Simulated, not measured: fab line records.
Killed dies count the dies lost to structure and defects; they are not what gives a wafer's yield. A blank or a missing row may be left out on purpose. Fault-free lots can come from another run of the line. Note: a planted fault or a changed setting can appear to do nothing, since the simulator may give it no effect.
Which tool was responsible? | flow n5Finfet | Sampling: 24 lots, 72 wafers, 6 of 1938 route steps

WHAT THE GAUGES SHOWED, per wafer
N5_BEOL_M2_CD_MEAS_35: target cd 18 nm, target cd y 22.2 nm.
lot  | measured     | on       | cdNm (nm)
L074 | day 7 01:56  | cdSem-02 | 18.0 18.0 18.3
L075 | day 7 12:51  | cdSem-02 | 17.6 17.9 18.5
L076 | day 7 15:58  | cdSem-01 | 18.0 18.9 18.6
L078 | day 7 21:59  | cdSem-02 | 18.0 18.1 17.9
L079 | day 8 05:08  | cdSem-01 | 18.4 18.2 18.3
L077 | day 8 10:06  | cdSem-01 | 18.4 18.3 18.1
L080 | day 8 13:21  | cdSem-02 | 17.9 17.6 17.9
L081 | day 8 18:22  | cdSem-01 | 17.9 18.0 17.9
L082 | day 9 10:26  | cdSem-01 | 18.3 18.6 17.9
L083 | day 9 14:05  | cdSem-03 | 17.4 17.8 18.1
L084 | day 9 17:23  | cdSem-02 | 17.5 18.2 18.0
L085 | day 9 20:44  | cdSem-01 | 18.4 18.4 18.0
L086 | day 10 04:28 | cdSem-03 | 18.2 17.8 18.2
L087 | day 10 08:28 | cdSem-01 | 18.2 17.8 18.1
L088 | day 10 16:55 | cdSem-01 | 18.7 18.1 18.2
L089 | day 10 20:27 | cdSem-03 | 17.9 18.6 18.4
L090 | day 11 04:55 | cdSem-01 | 18.3 17.7 18.0
L091 | day 11 09:45 | cdSem-01 | 18.3 18.3 18.0
L092 | day 11 22:25 | cdSem-02 | 18.2 17.8 17.4
L094 | day 12 04:04 | cdSem-03 | 17.6 17.6 17.7
L093 | day 12 05:54 | cdSem-03 | 17.6 18.0 18.2
L095 | day 12 12:22 | cdSem-03 | 17.5 18.1 18.3
L096 | day 12 12:28 | cdSem-03 | 17.9 18.0 18.2
L097 | day 12 19:43 | cdSem-03 | 17.9 18.2 18.1

N5_BEOL_M3_THK_MEAS_01.
lot  | measured     | on           | M3_ILD_THK (nm)
L074 | day 7 08:43  | filmMetro-01 | 77.5 78.6 79.2
L075 | day 7 18:38  | filmMetro-02 | 78.6 77.7 79.2
L076 | day 7 19:56  | filmMetro-01 | 78.2 79.9 78.7
L078 | day 8 01:44  | filmMetro-01 | 76.9 78.0 80.3
L079 | day 8 08:58  | filmMetro-02 | 78.4 79.0 78.7
L077 | day 8 14:03  | filmMetro-02 | 78.1 80.2 79.5
L080 | day 8 17:34  | filmMetro-02 | 77.2 78.0 81.0
L081 | day 8 22:12  | filmMetro-02 | 79.3 80.4 79.9
L082 | day 9 14:32  | filmMetro-02 | 77.3 79.2 79.0
L083 | day 9 18:48  | filmMetro-02 | 77.3 78.0 80.4
L084 | day 9 21:56  | filmMetro-01 | 77.8 78.3 78.5
L085 | day 10 00:41 | filmMetro-02 | 79.5 80.5 79.6
L086 | day 10 08:41 | filmMetro-02 | 78.7 79.2 80.0
L087 | day 10 14:35 | filmMetro-01 | 78.2 78.7 79.5
L088 | day 10 21:26 | filmMetro-02 | 78.4 80.0 78.4
L089 | day 11 00:12 | filmMetro-01 | 77.8 78.1 77.1
L090 | day 11 08:55 | filmMetro-01 | 77.8 79.0 80.6
L091 | day 11 13:58 | filmMetro-02 | 77.6 78.1 78.7
L092 | day 12 02:50 | filmMetro-02 | 78.5 79.3 78.2
L094 | day 12 08:44 | filmMetro-01 | 77.9 78.4 78.4
L093 | day 12 11:53 | filmMetro-02 | 79.0 78.9 79.5
L095 | day 12 16:10 | filmMetro-02 | 78.7 77.6 81.1
L096 | day 12 16:32 | filmMetro-02 | 79.3 80.0 80.5
L097 | day 12 23:20 | filmMetro-01 | 78.6 78.2 78.9

N5_BEOL_M3_CD_MEAS_28: target cd 25.7 nm, target cd y 23.3 nm.
lot  | measured     | on       | cdNm (nm)
L074 | day 7 12:16  | cdSem-03 | 25.55 25.95 25.49
L075 | day 7 22:05  | cdSem-02 | 25.60 25.86 25.61
L076 | day 7 22:16  | cdSem-03 | 25.84 25.49 25.74
L078 | day 8 05:43  | cdSem-01 | 25.74 25.67 25.94
L079 | day 8 11:47  | cdSem-03 | 25.94 25.62 25.44
L077 | day 8 15:56  | cdSem-02 | 25.39 25.68 25.59
L080 | day 8 19:39  | cdSem-03 | 25.51 25.70 25.66
L081 | day 9 01:35  | cdSem-01 | 25.31 25.80 25.79
L082 | day 9 15:59  | cdSem-03 | 25.66 25.58 25.91
L083 | day 9 22:30  | cdSem-02 | 25.65 25.86 25.80
L084 | day 10 01:23 | cdSem-01 | 25.81 25.80 25.87
L085 | day 10 02:29 | cdSem-02 | 25.94 25.45 25.92
L086 | day 10 12:01 | cdSem-01 | 25.74 25.83 25.95
L087 | day 10 18:46 | cdSem-02 | 25.97 25.52 25.98
L088 | day 11 00:49 | cdSem-03 | 25.63 25.95 25.71
L089 | day 11 05:08 | cdSem-03 | 25.77 25.50 25.99
L090 | day 11 10:47 | cdSem-01 | 25.44 25.60 25.18
L091 | day 11 15:54 | cdSem-02 | 25.82 25.47 26.07
L092 | day 12 05:17 | cdSem-03 | 25.63 25.65 25.12
L094 | day 12 12:59 | cdSem-03 | 25.51 25.31 25.65
L093 | day 12 13:41 | cdSem-01 | 26.07 25.71 25.69
L095 | day 12 17:41 | cdSem-03 | 26.11 25.51 25.97
L096 | day 12 20:37 | cdSem-03 | 25.43 26.12 25.87
L097 | day 13 03:33 | cdSem-02 | 25.64 25.27 25.77

TOOL THAT RAN EACH LOT (tool first, then ch and the chambers of the sampled wafers, then the start)
lot  | N5_BEOL_M2_DEGAS_44         | N5_BEOL_M2_ANNEAL_95        | N5_BEOL_M2_CO_CAP_55
L074 | pvdSputter-01, day 7 04:34  | pvdSputter-01, day 7 07:04  | cvdCo-02 ch 0,1, day 7 08:24
L075 | pvdSputter-02, day 7 13:26  | pvdSputter-03, day 7 17:13  | cvdCo-02 ch 0,2, day 7 18:19
L076 | pvdSputter-02, day 7 16:13  | pvdSputter-02, day 7 18:38  | cvdCo-01 ch 1,2, day 7 19:38
L078 | pvdSputter-02, day 7 22:02  | pvdSputter-01, day 8 00:25  | cvdCo-01 ch 0,1,2, day 8 01:25
L079 | pvdSputter-01, day 8 05:20  | pvdSputter-03, day 8 07:39  | cvdCo-01 ch 0,1,2, day 8 08:39
L077 | pvdSputter-03, day 8 10:22  | pvdSputter-01, day 8 12:38  | cvdCo-02 ch 0,1, day 8 13:44
L080 | pvdSputter-02, day 8 13:58  | pvdSputter-02, day 8 16:15  | cvdCo-01 ch 0,1, day 8 17:16
L081 | pvdSputter-03, day 8 18:28  | pvdSputter-01, day 8 20:53  | cvdCo-02 ch 0,1,2, day 8 21:53
L082 | pvdSputter-01, day 9 10:55  | pvdSputter-01, day 9 13:11  | cvdCo-01 ch 0,1,2, day 9 14:12
L083 | pvdSputter-01, day 9 14:38  | pvdSputter-02, day 9 17:27  | cvdCo-02 ch 0,2, day 9 18:28
L084 | pvdSputter-01, day 9 17:44  | pvdSputter-02, day 9 20:16  | cvdCo-01 ch 0,1,2, day 9 21:35
L085 | pvdSputter-03, day 9 20:58  | pvdSputter-02, day 9 23:19  | cvdCo-01 ch 0,1,2, day 10 00:19
L086 | pvdSputter-03, day 10 05:07 | pvdSputter-03, day 10 07:20 | cvdCo-01 ch 0,1,2, day 10 08:21
L087 | pvdSputter-03, day 10 10:19 | pvdSputter-02, day 10 12:46 | cvdCo-02 ch 0,1, day 10 14:14
L088 | pvdSputter-02, day 10 17:35 | pvdSputter-03, day 10 20:04 | cvdCo-01 ch 0,1, day 10 21:04
L089 | pvdSputter-03, day 10 20:35 | pvdSputter-03, day 10 22:47 | cvdCo-02 ch 0,2, day 10 23:52
L090 | pvdSputter-03, day 11 05:07 | pvdSputter-02, day 11 07:34 | cvdCo-02 ch 0,1,2, day 11 08:35
L091 | pvdSputter-01, day 11 10:01 | pvdSputter-02, day 11 12:28 | cvdCo-02 ch 0,1, day 11 13:38
L092 | pvdSputter-02, day 11 22:55 | pvdSputter-01, day 12 01:31 | cvdCo-01 ch 1,2, day 12 02:31
L094 | pvdSputter-01, day 12 04:48 | pvdSputter-02, day 12 07:08 | cvdCo-01 ch 0,1,2, day 12 08:25
L093 | pvdSputter-03, day 12 08:08 | pvdSputter-02, day 12 10:26 | cvdCo-02 ch 0,2, day 12 11:28
L095 | pvdSputter-01, day 12 12:33 | pvdSputter-01, day 12 14:50 | cvdCo-01 ch 0,1, day 12 15:50
L096 | pvdSputter-01, day 12 12:50 | pvdSputter-02, day 12 15:12 | cvdCo-02 ch 0,1,2, day 12 16:13
L097 | pvdSputter-02, day 12 19:45 | pvdSputter-01, day 12 21:58 | cvdCo-02 ch 0,2, day 12 23:01
- N5_BEOL_M2_DEGAS_44: time 60 s.
- N5_BEOL_M2_ANNEAL_95: time 240 s.
- N5_BEOL_M2_CO_CAP_55: material Co, precursor CCTBA/H2, target thk 2 nm, time 102.1 s.

AS READ BY THE TOOLS THEMSELVES (means over the sampled wafers that have a number; for cases with no such wafer, the mark the record gives instead)
N5_BEOL_M2_DEGAS_44.
lot  | tool          | heaterPowerW (W)
L074 | pvdSputter-01 | 389
L075 | pvdSputter-02 | 340
L076 | pvdSputter-02 | 325
L078 | pvdSputter-02 | 330
L079 | pvdSputter-01 | 296
L077 | pvdSputter-03 | 301
L080 | pvdSputter-02 | 341
L081 | pvdSputter-03 | 303
L082 | pvdSputter-01 | 387
L083 | pvdSputter-01 | 331
L084 | pvdSputter-01 | 351
L085 | pvdSputter-03 | 305
L086 | pvdSputter-03 | 303
L087 | pvdSputter-03 | 301
L088 | pvdSputter-02 | 316
L089 | pvdSputter-03 | 299
L090 | pvdSputter-03 | 305
L091 | pvdSputter-01 | 354
L092 | pvdSputter-02 | 318
L094 | pvdSputter-01 | 336
L093 | pvdSputter-03 | 305
L095 | pvdSputter-01 | 354
L096 | pvdSputter-01 | 349
L097 | pvdSputter-02 | 321

N5_BEOL_M2_ANNEAL_95.
lot  | tool          | heaterPowerW (W)
L074 | pvdSputter-01 | 901
L075 | pvdSputter-03 | 762
L076 | pvdSputter-02 | 728
L078 | pvdSputter-01 | 869
L079 | pvdSputter-03 | 738
L077 | pvdSputter-01 | 877
L080 | pvdSputter-02 | 820
L081 | pvdSputter-01 | 812
L082 | pvdSputter-01 | 828
L083 | pvdSputter-02 | 830
L084 | pvdSputter-02 | 766
L085 | pvdSputter-02 | 788
L086 | pvdSputter-03 | 733
L087 | pvdSputter-02 | 709
L088 | pvdSputter-03 | 756
L089 | pvdSputter-03 | 756
L090 | pvdSputter-02 | 815
L091 | pvdSputter-02 | 761
L092 | pvdSputter-01 | 931
L094 | pvdSputter-02 | 844
L093 | pvdSputter-02 | 832
L095 | pvdSputter-01 | 829
L096 | pvdSputter-02 | 801
L097 | pvdSputter-01 | 803

N5_BEOL_M2_CO_CAP_55.
lot  | tool     | heaterPowerW (W)
L074 | cvdCo-02 | 206
L075 | cvdCo-02 | 225
L076 | cvdCo-01 | 232
L078 | cvdCo-01 | 224
L079 | cvdCo-01 | 220
L077 | cvdCo-02 | 228
L080 | cvdCo-01 | 220
L081 | cvdCo-02 | 216
L082 | cvdCo-01 | 223
L083 | cvdCo-02 | 243
L084 | cvdCo-01 | 222
L085 | cvdCo-01 | 219
L086 | cvdCo-01 | 219
L087 | cvdCo-02 | 207
L088 | cvdCo-01 | 207
L089 | cvdCo-02 | 235
L090 | cvdCo-02 | 215
L091 | cvdCo-02 | 205
L092 | cvdCo-01 | 233
L094 | cvdCo-01 | 223
L093 | cvdCo-02 | 242
L095 | cvdCo-01 | 222
L096 | cvdCo-02 | 216
L097 | cvdCo-02 | 238

THE ANSWER, worked out from the rows above alone
Rule: the lots themselves supply what counts as usual. Put in order of their means at a reading, lots are off if they are a third of the lots or fewer, leave a main group of 4 or more, and stand apart from it by a gap of 3 or more times the standard deviation of the main group's means; of several such gaps the widest counts. A main group whose means are all the same, to the digits that the tables above print for the reading, isn't used. Also off: a lot with no number at a reading for which 4 or more lots have one. All remaining lots with rows at the step are treated as sound. First the gauges in route order, then the tools' own readings, where a lot's mean is used as printed above. The first step at which some lot is off is used, and at that step the reading that is off furthest; a lot without a number counts as furthest.
No lot is off on any of the readings shown, so nothing can be concluded from this.

WHAT HAD BEEN PUT IN BY THE SIMULATOR
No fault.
